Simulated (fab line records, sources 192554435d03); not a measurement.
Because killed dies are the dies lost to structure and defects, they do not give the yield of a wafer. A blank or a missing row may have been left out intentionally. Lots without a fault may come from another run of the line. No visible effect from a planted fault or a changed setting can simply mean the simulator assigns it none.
Which tool did it? || flow n5-finfet || 27 wafers from 9 lots sampled at 6 of the route's 1938 steps

## WHAT THE GAUGES SHOWED, per wafer
N5_SD_EPI_N_EPI_MEAS_23. Usual: thk-nm reads 59.2 nm (standard deviation 1.2).
{"lot": "L636", "measured": "day 3 04:02", "on": "film-metro-02", "thk-nm (nm)": "60.3 59.7 58.1", "flag": ""}
{"lot": "L639", "measured": "day 3 22:37", "on": "film-metro-02", "thk-nm (nm)": "58.0 58.4 60.2", "flag": ""}
{"lot": "L641", "measured": "day 4 11:01", "on": "film-metro-02", "thk-nm (nm)": "58.6 59.5 56.8", "flag": ""}
{"lot": "L642", "measured": "day 4 16:01", "on": "film-metro-02", "thk-nm (nm)": "44.4 44.0 42.9", "flag": "OFF"}
{"lot": "L648", "measured": "day 6 10:35", "on": "film-metro-02", "thk-nm (nm)": "45.5 44.2 44.8", "flag": "OFF"}
{"lot": "L655", "measured": "day 7 21:48", "on": "film-metro-01", "thk-nm (nm)": "60.6 60.6 60.4", "flag": ""}
{"lot": "L656", "measured": "day 8 05:07", "on": "film-metro-01", "thk-nm (nm)": "58.3 59.9 59.1", "flag": ""}
{"lot": "L657", "measured": "day 8 12:14", "on": "film-metro-02", "thk-nm (nm)": "60.3 59.7 58.1", "flag": ""}
{"lot": "L658", "measured": "day 8 16:46", "on": "film-metro-01", "thk-nm (nm)": "58.7 59.4 59.9", "flag": ""}

N5_BEOL_M4_RC_MEAS_101. Usual: DIBL_N 36.0 mV/V, standard deviation 1.4; DIBL_P 36.1 mV/V, standard deviation 1.4; IOFF_N 0.153 nA/um, standard deviation 0.02; IOFF_P 0.211 nA/um, standard deviation 0.026; ION_N 673 uA/um, standard deviation 8.7; ION_P 463 uA/um, standard deviation 6.7; SS_N 71.5 mV/dec, standard deviation 0.5; SS_P 73.3 mV/dec, standard deviation 0.54; VT_N 250.1 mV, standard deviation 2.4; VT_P -250.2 mV, standard deviation 2.9.
{"lot": "L636", "measured": "day 8 12:31", "on": "prober-02", "DIBL_N (mV/V)": "35.0 34.5 35.7", "DIBL_P (mV/V)": "36.0 34.9 36.5", "IOFF_N (nA/um)": "0.147 0.134 0.149", "IOFF_P (nA/um)": "0.215 0.201 0.231", "ION_N (uA/um)": "681 671 675", "ION_P (uA/um)": "478 469 472", "SS_N (mV/dec)": "70.4 71.1 71.2", "SS_P (mV/dec)": "72.5 72.2 72.7", "VT_N (mV)": "248.7 251.1 250.3", "VT_P (mV)": "-247.8 -247.9 -247.5", "flag": ""}
{"lot": "L639", "measured": "day 8 20:49", "on": "prober-01", "DIBL_N (mV/V)": "38.0 37.3 37.5", "DIBL_P (mV/V)": "35.9 34.0 34.4", "IOFF_N (nA/um)": "0.154 0.138 0.139", "IOFF_P (nA/um)": "0.196 0.168 0.178", "ION_N (uA/um)": "667 668 671", "ION_P (uA/um)": "454 448 457", "SS_N (mV/dec)": "71.5 71.7 71.3", "SS_P (mV/dec)": "73.9 72.9 73.1", "VT_N (mV)": "250.2 249.0 252.9", "VT_P (mV)": "-250.9 -253.1 -254.4", "flag": ""}
{"lot": "L641", "measured": "day 9 21:12", "on": "prober-02", "DIBL_N (mV/V)": "39.5 38.2 39.3", "DIBL_P (mV/V)": "39.0 37.3 38.9", "IOFF_N (nA/um)": "0.195 0.171 0.192", "IOFF_P (nA/um)": "0.247 0.214 0.249", "ION_N (uA/um)": "684 676 687", "ION_P (uA/um)": "470 467 472", "SS_N (mV/dec)": "71.6 71.2 71.3", "SS_P (mV/dec)": "74.6 73.8 74.3", "VT_N (mV)": "245.6 248.8 249.0", "VT_P (mV)": "-248.0 -250.4 -251.1", "flag": ""}
{"lot": "L642", "measured": "day 10 01:04", "on": "prober-01", "DIBL_N (mV/V)": "36.3 34.7 35.5", "DIBL_P (mV/V)": "36.8 34.4 34.8", "IOFF_N (nA/um)": "0.154 0.122 0.134", "IOFF_P (nA/um)": "0.216 0.195 0.189", "ION_N (uA/um)": "672 658 662", "ION_P (uA/um)": "462 461 455", "SS_N (mV/dec)": "71.3 70.6 71.8", "SS_P (mV/dec)": "73.6 72.6 72.5", "VT_N (mV)": "253.1 253.3 253.9", "VT_P (mV)": "-250.0 -252.4 -252.3", "flag": ""}
{"lot": "L648", "measured": "day 12 08:43", "on": "prober-02", "DIBL_N (mV/V)": "38.4 35.7 36.0", "DIBL_P (mV/V)": "39.0 35.6 36.5", "IOFF_N (nA/um)": "0.212 0.159 0.156", "IOFF_P (nA/um)": "0.271 0.207 0.224", "ION_N (uA/um)": "686 677 678", "ION_P (uA/um)": "470 466 462", "SS_N (mV/dec)": "73.1 71.9 71.1", "SS_P (mV/dec)": "74.2 72.5 73.5", "VT_N (mV)": "245.6 247.4 248.3", "VT_P (mV)": "-246.8 -251.6 -248.4", "flag": ""}
{"lot": "L655", "measured": "day 13 13:52", "on": "prober-01", "DIBL_N (mV/V)": "35.8 36.2 35.2", "DIBL_P (mV/V)": "35.7 34.8 34.3", "IOFF_N (nA/um)": "0.150 0.147 0.133", "IOFF_P (nA/um)": "0.221 0.208 0.194", "ION_N (uA/um)": "679 670 660", "ION_P (uA/um)": "477 462 463", "SS_N (mV/dec)": "71.8 71.2 71.2", "SS_P (mV/dec)": "73.2 73.2 72.6", "VT_N (mV)": "247.9 248.4 251.4", "VT_P (mV)": "-248.5 -249.6 -251.8", "flag": ""}
{"lot": "L656", "measured": "day 13 11:46", "on": "prober-01", "DIBL_N (mV/V)": "36.4 35.9 36.6", "DIBL_P (mV/V)": "37.7 36.6 37.7", "IOFF_N (nA/um)": "0.149 0.147 0.155", "IOFF_P (nA/um)": "0.211 0.201 0.210", "ION_N (uA/um)": "674 670 676", "ION_P (uA/um)": "466 463 465", "SS_N (mV/dec)": "71.7 72.0 71.9", "SS_P (mV/dec)": "73.7 72.8 73.6", "VT_N (mV)": "251.9 250.3 248.7", "VT_P (mV)": "-251.6 -251.4 -251.9", "flag": ""}
{"lot": "L657", "measured": "day 15 11:11", "on": "prober-02", "DIBL_N (mV/V)": "34.5 33.6 34.5", "DIBL_P (mV/V)": "36.3 33.6 35.7", "IOFF_N (nA/um)": "0.150 0.121 0.142", "IOFF_P (nA/um)": "0.208 0.162 0.187", "ION_N (uA/um)": "664 659 665", "ION_P (uA/um)": "459 449 454", "SS_N (mV/dec)": "70.8 70.5 70.2", "SS_P (mV/dec)": "73.9 73.1 72.9", "VT_N (mV)": "246.7 250.9 249.3", "VT_P (mV)": "-250.5 -253.8 -254.0", "flag": ""}
{"lot": "L658", "measured": "day 13 19:11", "on": "prober-01", "DIBL_N (mV/V)": "35.5 35.1 36.6", "DIBL_P (mV/V)": "34.3 34.3 35.9", "IOFF_N (nA/um)": "0.139 0.139 0.153", "IOFF_P (nA/um)": "0.185 0.189 0.216", "ION_N (uA/um)": "659 669 662", "ION_P (uA/um)": "456 459 462", "SS_N (mV/dec)": "71.2 71.4 71.1", "SS_P (mV/dec)": "72.3 72.9 72.4", "VT_N (mV)": "250.1 253.1 252.1", "VT_P (mV)": "-250.4 -250.0 -251.4", "flag": ""}

## TOOL THAT RAN EACH LOT (tool first, then ch and the chambers of the sampled wafers, then the start)
{"lot": "L636", "N5_SPACER0_ALD_08": "ald-sin-04 ch 0,1,3, day 3 00:00", "N5_SD_EPI_N_DESCUM_14": "rie-diel-04 ch 1,2, day 3 00:38", "N5_SD_EPI_N_ETCH_35": "rie-diel-04 ch 1,2, day 3 00:44", "N5_SD_EPI_N_EPI_21": "epi-rpcvd-03 ch 0, day 3 02:19"}
{"lot": "L639", "N5_SPACER0_ALD_08": "ald-sin-04 ch 0,2,3, day 3 18:34", "N5_SD_EPI_N_DESCUM_14": "rie-diel-01 ch 0,2,3, day 3 19:13", "N5_SD_EPI_N_ETCH_35": "rie-diel-01 ch 0,2,3, day 3 19:18", "N5_SD_EPI_N_EPI_21": "epi-rpcvd-02 ch 0, day 3 21:10"}
{"lot": "L641", "N5_SPACER0_ALD_08": "ald-sin-04 ch 0,3, day 4 06:59", "N5_SD_EPI_N_DESCUM_14": "rie-diel-04 ch 0,2,3, day 4 07:38", "N5_SD_EPI_N_ETCH_35": "rie-diel-04 ch 0,2,3, day 4 07:43", "N5_SD_EPI_N_EPI_21": "epi-rpcvd-03 ch 0, day 4 09:18"}
{"lot": "L642", "N5_SPACER0_ALD_08": "ald-sin-04 ch 1,2, day 4 11:45", "N5_SD_EPI_N_DESCUM_14": "rie-diel-01 ch 0,1, day 4 12:23", "N5_SD_EPI_N_ETCH_35": "rie-diel-01 ch 0,1, day 4 12:29", "N5_SD_EPI_N_EPI_21": "epi-rpcvd-03 ch 0, day 4 15:08"}
{"lot": "L648", "N5_SPACER0_ALD_08": "ald-sin-01 ch 0,1,3, day 6 06:33", "N5_SD_EPI_N_DESCUM_14": "rie-diel-01 ch 0,1,2, day 6 07:11", "N5_SD_EPI_N_ETCH_35": "rie-diel-01 ch 0,1,2, day 6 07:17", "N5_SD_EPI_N_EPI_21": "epi-rpcvd-03 ch 0, day 6 08:52"}
{"lot": "L655", "N5_SPACER0_ALD_08": "ald-sin-01 ch 0,2,3, day 7 17:38", "N5_SD_EPI_N_DESCUM_14": "rie-diel-05 ch 0,2,3, day 7 18:17", "N5_SD_EPI_N_ETCH_35": "rie-diel-05 ch 0,2,3, day 7 18:23", "N5_SD_EPI_N_EPI_21": "epi-rpcvd-02 ch 0, day 7 20:04"}
{"lot": "L656", "N5_SPACER0_ALD_08": "ald-sin-03 ch 0,1,3, day 8 01:04", "N5_SD_EPI_N_DESCUM_14": "rie-diel-01 ch 0,1, day 8 01:43", "N5_SD_EPI_N_ETCH_35": "rie-diel-01 ch 0,1, day 8 01:49", "N5_SD_EPI_N_EPI_21": "epi-rpcvd-02 ch 0, day 8 03:57"}
{"lot": "L657", "N5_SPACER0_ALD_08": "ald-sin-03 ch 0,1,2, day 8 08:08", "N5_SD_EPI_N_DESCUM_14": "rie-diel-04 ch 0,1, day 8 08:50", "N5_SD_EPI_N_ETCH_35": "rie-diel-04 ch 0,1, day 8 08:55", "N5_SD_EPI_N_EPI_21": "epi-rpcvd-02 ch 0, day 8 10:47"}
{"lot": "L658", "N5_SPACER0_ALD_08": "ald-sin-03 ch 0,1, day 8 11:50", "N5_SD_EPI_N_DESCUM_14": "rie-diel-04 ch 1,2,3, day 8 12:37", "N5_SD_EPI_N_ETCH_35": "rie-diel-04 ch 1,2,3, day 8 12:42", "N5_SD_EPI_N_EPI_21": "epi-rpcvd-04 ch 0, day 8 14:51"}
- N5_SPACER0_ALD_08: deposits SiNx, target thk 2 nm.
- N5_SD_EPI_N_DESCUM_14: chemistry O2, time 7.9 s.
- N5_SD_EPI_N_ETCH_35: etches SOC in N2/H2, overetch 108 nm, time 486 s.
- N5_SD_EPI_N_EPI_21: deposits Si:P, time 690 s.

## AS READ BY THE TOOLS THEMSELVES (means over the sampled wafers that have a number; for cases with no such wafer, the mark the record gives instead)
N5_SPACER0_ALD_08. Usual: heater-power-w reads 851 W (standard deviation 89).
{"lot": "L636", "tool": "ald-sin-04", "heater-power-w (W)": 838, "flag": ""}
{"lot": "L639", "tool": "ald-sin-04", "heater-power-w (W)": 775, "flag": ""}
{"lot": "L641", "tool": "ald-sin-04", "heater-power-w (W)": 771, "flag": ""}
{"lot": "L642", "tool": "ald-sin-04", "heater-power-w (W)": 830, "flag": ""}
{"lot": "L648", "tool": "ald-sin-01", "heater-power-w (W)": 893, "flag": ""}
{"lot": "L655", "tool": "ald-sin-01", "heater-power-w (W)": 907, "flag": ""}
{"lot": "L656", "tool": "ald-sin-03", "heater-power-w (W)": 784, "flag": ""}
{"lot": "L657", "tool": "ald-sin-03", "heater-power-w (W)": 805, "flag": ""}
{"lot": "L658", "tool": "ald-sin-03", "heater-power-w (W)": 722, "flag": ""}

N5_SD_EPI_N_DESCUM_14. Usual: drypump-motor-current-A 5.7 A, standard deviation 0.48; oes-product-au 0.78 a.u., standard deviation 0.063; rf-vpp-V 243.2 V, standard deviation 1.4; showerhead-plenum-p-Torr 2.09 Torr, standard deviation 0.075; throttle-valve-pct 20.49 %, standard deviation 0.2.
{"lot": "L636", "tool": "rie-diel-04", "drypump-motor-current-A (A)": 5.9, "oes-product-au (a.u.)": 0.77, "rf-vpp-V (V)": 244.2, "showerhead-plenum-p-Torr (Torr)": 2.12, "throttle-valve-pct (%)": 20.48, "flag": ""}
{"lot": "L639", "tool": "rie-diel-01", "drypump-motor-current-A (A)": 5.5, "oes-product-au (a.u.)": 0.77, "rf-vpp-V (V)": 243.1, "showerhead-plenum-p-Torr (Torr)": 2.09, "throttle-valve-pct (%)": 20.51, "flag": ""}
{"lot": "L641", "tool": "rie-diel-04", "drypump-motor-current-A (A)": 6.2, "oes-product-au (a.u.)": 0.82, "rf-vpp-V (V)": 244.9, "showerhead-plenum-p-Torr (Torr)": 2.14, "throttle-valve-pct (%)": 20.33, "flag": ""}
{"lot": "L642", "tool": "rie-diel-01", "drypump-motor-current-A (A)": 5.6, "oes-product-au (a.u.)": 0.82, "rf-vpp-V (V)": 241.8, "showerhead-plenum-p-Torr (Torr)": 2.03, "throttle-valve-pct (%)": 20.52, "flag": ""}
{"lot": "L648", "tool": "rie-diel-01", "drypump-motor-current-A (A)": 5.8, "oes-product-au (a.u.)": 0.77, "rf-vpp-V (V)": 241.7, "showerhead-plenum-p-Torr (Torr)": 2.03, "throttle-valve-pct (%)": 20.55, "flag": ""}
{"lot": "L655", "tool": "rie-diel-05", "drypump-motor-current-A (A)": 5.5, "oes-product-au (a.u.)": 0.72, "rf-vpp-V (V)": 243.1, "showerhead-plenum-p-Torr (Torr)": 2.11, "throttle-valve-pct (%)": 20.79, "flag": ""}
{"lot": "L656", "tool": "rie-diel-01", "drypump-motor-current-A (A)": 5.8, "oes-product-au (a.u.)": 0.77, "rf-vpp-V (V)": 242.9, "showerhead-plenum-p-Torr (Torr)": 2.02, "throttle-valve-pct (%)": 20.51, "flag": ""}
{"lot": "L657", "tool": "rie-diel-04", "drypump-motor-current-A (A)": 5.8, "oes-product-au (a.u.)": 0.78, "rf-vpp-V (V)": 241.3, "showerhead-plenum-p-Torr (Torr)": 2.01, "throttle-valve-pct (%)": 20.25, "flag": ""}
{"lot": "L658", "tool": "rie-diel-04", "drypump-motor-current-A (A)": 6.1, "oes-product-au (a.u.)": 0.78, "rf-vpp-V (V)": 244.4, "showerhead-plenum-p-Torr (Torr)": 2.13, "throttle-valve-pct (%)": 20.42, "flag": ""}

N5_SD_EPI_N_ETCH_35. Usual: bias-w 133.0 W, standard deviation 0.42; drypump-motor-current-A 5.7 A, standard deviation 0.48; oes-product-au 0.70 a.u., standard deviation 0.055; rf-vpp-V 240.7 V, standard deviation 1.4; showerhead-plenum-p-Torr 2.54 Torr, standard deviation 0.091; throttle-valve-pct 23.8 %, standard deviation 0.31.
{"lot": "L636", "tool": "rie-diel-04", "bias-w (W)": 133.3, "drypump-motor-current-A (A)": 5.9, "oes-product-au (a.u.)": 0.68, "rf-vpp-V (V)": 240.4, "showerhead-plenum-p-Torr (Torr)": 2.58, "throttle-valve-pct (%)": 23.8, "flag": ""}
{"lot": "L639", "tool": "rie-diel-01", "bias-w (W)": 132.9, "drypump-motor-current-A (A)": 5.5, "oes-product-au (a.u.)": 0.68, "rf-vpp-V (V)": 240.9, "showerhead-plenum-p-Torr (Torr)": 2.54, "throttle-valve-pct (%)": 23.9, "flag": ""}
{"lot": "L641", "tool": "rie-diel-04", "bias-w (W)": 133.0, "drypump-motor-current-A (A)": 6.2, "oes-product-au (a.u.)": 0.72, "rf-vpp-V (V)": 242.0, "showerhead-plenum-p-Torr (Torr)": 2.59, "throttle-valve-pct (%)": 23.6, "flag": ""}
{"lot": "L642", "tool": "rie-diel-01", "bias-w (W)": 132.7, "drypump-motor-current-A (A)": 5.6, "oes-product-au (a.u.)": 0.72, "rf-vpp-V (V)": 239.5, "showerhead-plenum-p-Torr (Torr)": 2.46, "throttle-valve-pct (%)": 24.1, "flag": ""}
{"lot": "L648", "tool": "rie-diel-01", "bias-w (W)": 133.2, "drypump-motor-current-A (A)": 5.8, "oes-product-au (a.u.)": 0.68, "rf-vpp-V (V)": 240.1, "showerhead-plenum-p-Torr (Torr)": 2.47, "throttle-valve-pct (%)": 24.0, "flag": ""}
{"lot": "L655", "tool": "rie-diel-05", "bias-w (W)": 132.9, "drypump-motor-current-A (A)": 5.5, "oes-product-au (a.u.)": 0.65, "rf-vpp-V (V)": 241.0, "showerhead-plenum-p-Torr (Torr)": 2.55, "throttle-valve-pct (%)": 24.2, "flag": ""}
{"lot": "L656", "tool": "rie-diel-01", "bias-w (W)": 132.8, "drypump-motor-current-A (A)": 5.8, "oes-product-au (a.u.)": 0.68, "rf-vpp-V (V)": 238.8, "showerhead-plenum-p-Torr (Torr)": 2.44, "throttle-valve-pct (%)": 24.0, "flag": ""}
{"lot": "L657", "tool": "rie-diel-04", "bias-w (W)": 133.5, "drypump-motor-current-A (A)": 5.8, "oes-product-au (a.u.)": 0.70, "rf-vpp-V (V)": 239.8, "showerhead-plenum-p-Torr (Torr)": 2.44, "throttle-valve-pct (%)": 23.4, "flag": ""}
{"lot": "L658", "tool": "rie-diel-04", "bias-w (W)": 133.1, "drypump-motor-current-A (A)": 6.1, "oes-product-au (a.u.)": 0.70, "rf-vpp-V (V)": 241.3, "showerhead-plenum-p-Torr (Torr)": 2.58, "throttle-valve-pct (%)": 23.7, "flag": ""}

N5_SD_EPI_N_EPI_21. Usual: susceptor_temp_C_max reads 681.9 (standard deviation 1).
{"lot": "L636", "tool": "epi-rpcvd-03", "susceptor_temp_C_max": 680.9, "flag": ""}
{"lot": "L639", "tool": "epi-rpcvd-02", "susceptor_temp_C_max": 682.5, "flag": ""}
{"lot": "L641", "tool": "epi-rpcvd-03", "susceptor_temp_C_max": 680.8, "flag": ""}
{"lot": "L642", "tool": "epi-rpcvd-03", "susceptor_temp_C_max": 680.6, "flag": ""}
{"lot": "L648", "tool": "epi-rpcvd-03", "susceptor_temp_C_max": 681.0, "flag": ""}
{"lot": "L655", "tool": "epi-rpcvd-02", "susceptor_temp_C_max": 682.6, "flag": ""}
{"lot": "L656", "tool": "epi-rpcvd-02", "susceptor_temp_C_max": 683.0, "flag": ""}
{"lot": "L657", "tool": "epi-rpcvd-02", "susceptor_temp_C_max": 683.2, "flag": ""}
{"lot": "L658", "tool": "epi-rpcvd-04", "susceptor_temp_C_max": 681.2, "flag": ""}

## THE ANSWER, worked out from the rows above alone
Rule: a lot counts as off when the mean over its wafers that have a number is more than 3 standard deviations away from the usual mean. A lot without any number at a reading at which 4 lots or more have one is off too. Where the step has rows for the other lots, those lots are counted as sound. Order of review: gauges by route order, followed by the tools' own readings, for which a lot's mean as printed above is used. The first step at which some lot is off is used, and at that step the reading that is off furthest; a lot without a number counts as furthest.
Off: L642, L648, at N5_SD_EPI_N_EPI_MEAS_23 (thk-nm).
A tool fits if, at a process step before that reading, it ran every lot that is off, and no sound lot after the first of them. Those tools and the gauges at N5_SD_EPI_N_EPI_MEAS_23 are tried in the same way. One fits: epi-rpcvd-03 at N5_SD_EPI_N_EPI_21. Its last sound lot is L641 (day 4 09:18), its first lot that is off L642 (day 4 15:08): a fault that began between those two fits.

## WHAT THE SIMULATOR HAD PUT IN
Site profile drift: epi-rpcvd-03, from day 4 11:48 on, at N5_SD_EPI_N_EPI_21. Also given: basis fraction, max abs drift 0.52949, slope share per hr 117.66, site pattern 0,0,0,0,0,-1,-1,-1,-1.
Lots struck among those shown: L642, L648. Same finding as the rule above.
